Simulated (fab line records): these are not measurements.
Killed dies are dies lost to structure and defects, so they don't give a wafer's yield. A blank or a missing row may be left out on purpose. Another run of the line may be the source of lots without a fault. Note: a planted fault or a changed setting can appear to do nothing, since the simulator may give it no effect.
Split-lot experiment ; flow n5-finfet ; 7 lots, 39 wafers read, on a route of 1938 steps

## THE SPLIT
At N5_MOL_CONTACT_COAG_EXPOSE_05 (exposes mask CA, defocus 0 nm), the setting dose-mj was moved away from the recipe's 38.25 on 12 of the 39 wafers read, by -5.8% to +6.6%. The other wafers ran this setting at the recipe's value.

## FROM THE SPLIT TO THE READING: what the file shows between them, 9 steps
- N5_MOL_CONTACT_COAG_PEB_06: peb time 60 s
- N5_MOL_CONTACT_COAG_DEVELOP_07: develop time 30 s
- N5_MOL_CONTACT_COAG_CD_MEAS_08: target cd 28 nm
- N5_MOL_CONTACT_COAG_DESCUM_13: chemistry O2, time 7 s
- N5_MOL_CONTACT_COAG_ETCH_59: etches underlayer in N2/H2, target depth 13 nm, time 10.4 s
- N5_MOL_CONTACT_COAG_ETCH_105: etches SiARC in CF4, target depth 15.6 nm, time 26 s
- N5_MOL_CONTACT_COAG_ETCH_106: etches SOC in N2/H2, target depth 80 nm, overetch 16 nm, time 120 s
- N5_MOL_CONTACT_COAG_ETCH_110: etches Si in CF4/O2, target depth 2.5 nm, time 8 s
- N5_MOL_CONTACT_COAG_STRIP_98: strips in N2/H2

## THE READING
At N5_MOL_CONTACT_COAG_CD_MEAS_99: cd-nm in nanometres, against a target cd of 17.2 nm. Typical for fault-free wafers on this fab line: 17.27 nm, with standard deviation 0.3 nm.

wafer;tool, chamber at the split;dose-mj as run;against the recipe;cd-nm, nm;against lot-mates on the recipe
L077.1;euv-scanner-01, 0;38.25;recipe;16.85;-
L077.2;euv-scanner-01, 0;40.77;+6.6%;18.64;+1.46
L077.3;euv-scanner-01, 0;38.25;recipe;17.37;-
L077.4;euv-scanner-01, 0;40.77;+6.6%;18.16;+0.98
L077.5;euv-scanner-01, 0;38.25;recipe;17.33;-
L077.6;euv-scanner-01, 0;40.77;+6.6%;18.24;+1.06
L079.1;euv-scanner-02, 0;38.25;recipe;16.88;-
L079.2;euv-scanner-02, 0;38.25;recipe;16.87;-
L079.3;euv-scanner-02, 0;38.25;recipe;17.47;-
L079.4;euv-scanner-02, 0;38.25;recipe;16.93;-
L079.5;euv-scanner-02, 0;38.25;recipe;17.34;-
L079.6;euv-scanner-02, 0;38.25;recipe;16.99;-
L080.1;euv-scanner-02, 0;40.47;+5.8%;18.22;+1.13
L080.2;euv-scanner-02, 0;38.25;recipe;16.97;-
L080.3;euv-scanner-02, 0;40.47;+5.8%;17.82;+0.73
L080.4;euv-scanner-02, 0;38.25;recipe;17.33;-
L080.5;euv-scanner-02, 0;40.47;+5.8%;18.67;+1.58
L080.6;euv-scanner-02, 0;38.25;recipe;16.96;-
L084.2;euv-scanner-01, 0;38.25;recipe;17.54;-
L084.4;euv-scanner-01, 0;38.25;recipe;17.56;-
L084.6;euv-scanner-01, 0;38.25;recipe;17.20;-
L085.1;euv-scanner-01, 0;38.25;recipe;17.35;-
L085.2;euv-scanner-01, 0;38.25;recipe;16.72;-
L085.3;euv-scanner-01, 0;40.56;+6.0%;18.33;+1.24
L085.4;euv-scanner-01, 0;40.56;+6.0%;18.36;+1.27
L085.5;euv-scanner-01, 0;38.25;recipe;17.19;-
L085.6;euv-scanner-01, 0;40.56;+6.0%;18.50;+1.41
L090.1;euv-scanner-01, 0;38.25;recipe;17.68;-
L090.2;euv-scanner-01, 0;38.25;recipe;17.45;-
L090.3;euv-scanner-01, 0;38.25;recipe;17.39;-
L090.4;euv-scanner-01, 0;36.05;-5.8%;15.77;-1.74
L090.5;euv-scanner-01, 0;36.05;-5.8%;16.03;-1.48
L090.6;euv-scanner-01, 0;36.05;-5.8%;15.89;-1.62
L094.1;euv-scanner-01, 0;38.25;recipe;17.40;-
L094.2;euv-scanner-01, 0;38.25;recipe;17.42;-
L094.3;euv-scanner-01, 0;38.25;recipe;17.35;-
L094.4;euv-scanner-01, 0;38.25;recipe;17.38;-
L094.5;euv-scanner-01, 0;38.25;recipe;17.37;-
L094.6;euv-scanner-01, 0;38.25;recipe;17.35;-

FIT RESULTS
A straight line over all 39 wafers: cd-nm changes by +0.193 nm for each +1% of dose-mj; r = +0.93; the points scatter about the line by 0.26 nm.
The same after taking each lot's own level away (the mean of its wafers on the recipe; 39 wafers): +0.22 nm for each +1%; r = +0.95; scatter 0.23 nm.
That fit puts the effect of the largest move of dose-mj on the reading at 1.4 nm.
The span of the lots' own levels, 17.080 to 17.507 nm, comes to 1.4 times the standard deviation stated above.
So the slope is not independent of the lot-to-lot level: the two fits are not the same.
Check: with one of the wafers moved furthest among these (+6.6%) left out of the fit, the line predicts +1.38 nm for it against its lot-mates. It came out at +1.46 nm against them.

## THE OTHER SPLITS THESE WAFERS WENT THROUGH
Other splits were also applied to these wafers ahead of the reading. Each is held against what the fit with the lots' levels taken away leaves over:
other split on the same wafers;wafers away from the commonest value;r with cd-nm (lot level and that fit taken away)
N5_WELL_APT_EPI_41 target-thk-a;9;+0.08
N5_DUMMY_GATE_ETCH_32 time-s;12;+0.08
N5_SD_EPI_P_ETCH_36 bias-w;15;-0.04

## THE WHOLE CHAIN: every reading that the file lists as answering this split, in the file's order
step;what it does;reading;change (the file's fit);r (the file's)
N5_MOL_CONTACT_COAG_CD_MEAS_08;target cd 28 nm;cd-nm;+0.231 nm for each +1% of the setting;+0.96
N5_MOL_CONTACT_COAG_ETCH_59;etches underlayer in N2/H2, target depth 13 nm, time 10.4 s;MOL_CONTACT_COAG.cd-offset-nm (the simulator's own value, which no gauge read);+0.214 nm for each +1% of the setting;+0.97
N5_MOL_CONTACT_COAG_CD_MEAS_99;target cd 17.2 nm;cd-nm;+0.215 nm for each +1% of the setting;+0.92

## THE FILE'S OWN FIT
cd-nm changes by +0.215 nm for each +1% of dose-mj, r = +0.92.
